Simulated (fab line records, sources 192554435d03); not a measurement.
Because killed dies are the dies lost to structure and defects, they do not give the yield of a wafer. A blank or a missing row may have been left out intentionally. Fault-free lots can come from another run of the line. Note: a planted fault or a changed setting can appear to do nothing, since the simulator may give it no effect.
Comparing a struck lot with a sound one || flow n5Finfet || 22 out of 1938 route steps
Sound: wafers L123.1, L123.5, L123.6. Struck: wafer L117.1 (L117.3, L117.4, from the same lot, were not struck and are left out); the cause is given at the end.
For every step that has rows: the tool of each side, followed by ch and its chambers, followed by its first start. Under that, the readings that differ: sound wafers || struck wafers || difference of the means || sigmas: that difference in standard deviations of wafers without a fault.
alike: readings with means less than 2 such deviations apart, plus words and numbers identical on both sides. not compared: withheld readings, readings lacking a value on some wafer, bounds such as >300 that could conceal the same value, and numbers that have no deviation in the record and whose values overlap.
The two part at a step that has a row with sigmas, a row that says differs or no value, or rows on one side only. Numbers that have no deviation but don't overlap get no sigmas and don't part them. A reading that every wafer of one side lacks parts them only if that side has two wafers or more.

first, 9 steps without rows for these wafers: N5_BEOL_M5_DEVELOP_10 (develop time 30 s); N5_BEOL_M5_DESCUM_16 (chemistry O2, time 7 s); N5_BEOL_M5_ETCH_72 (etches underlayer in N2/H2, target depth 6.5 nm, time 5.2 s); N5_BEOL_M5_ETCH_61 (etches SiARC in CF4, target depth 15.6 nm, time 26 s); N5_BEOL_M5_ETCH_62 (etches SOC in N2/H2, target depth 75 nm, overetch 15 nm, time 112.5 s); N5_BEOL_M5_STRIP_63 (strips in N2/H2); N5_BEOL_M5_STRIP_73 (strips in N2/H2); N5_BEOL_M5_STRIP_64 (strips in CF4); N5_BEOL_M5_HM_OPEN_17 (chemistry Cl2/BCl3, target TiN, target depth 20 nm, overetch 6 nm).
N5_BEOL_M5_STRIP_19: strips in O2.
  sound on rieDiel-06 ch 0,2,3, day 16 05:22; struck on rieDiel-02 ch 1, day 15 23:02
  alike: drypumpMotorCurrentA, o2FlowSccm, oesProductAu, rfVppV, showerheadPlenumPTorr, throttleValvePct
  not compared: rfHoursCounterH
then, 9 steps without rows for these wafers: N5_BEOL_M5_COAT_65 (time 60 s, resist thk 60 nm); N5_BEOL_M5_COAT_66 (time 60 s, resist thk 12 nm); N5_BEOL_M5_COAT_74 (time 60 s, resist thk 5 nm); N5_BEOL_M5_COAT_22 (resist thk 30 nm); N5_BEOL_M5_EBR_24; N5_BEOL_M5_SOFTBAKE_23 (time 60 s); N5_BEOL_M5_EXPOSE_25 (exposes mask V4, defocus 10 nm); N5_BEOL_M5_PEB_26 (peb time 60 s); N5_BEOL_M5_DEVELOP_27 (develop time 30 s).
N5_BEOL_M5_INSPECT_30: inspects for defects (brightfield).
  sound: defectInspect-02 at day 16 12:48; struck: defectInspect-02 at day 16 00:19
{"reading": "rawDefectCount", "sound": "362 389 451", "struck": 768, "difference": "+367", "sigmas": "+4"}
then, 1 step without rows for these wafers: N5_BEOL_M5_DESCUM_33 (chemistry O2, time 7 s).
-- a jump in the record: the struck wafers' starts before and after are 5 days apart (it breaks off in module BEOL_M5 and resumes in module PASSIVATION, where the first step shown is number 1936 of the route) --
N5_PASSIVATION_PROBE_49:
  record: rows for the struck wafers here (prober-02, day 20 13:01), none for the sound ones

WHERE THEY PART
At N5_BEOL_M5_INSPECT_30 first; at N5_PASSIVATION_PROBE_49 last (within this record only).

WHY: whatever the simulator had introduced
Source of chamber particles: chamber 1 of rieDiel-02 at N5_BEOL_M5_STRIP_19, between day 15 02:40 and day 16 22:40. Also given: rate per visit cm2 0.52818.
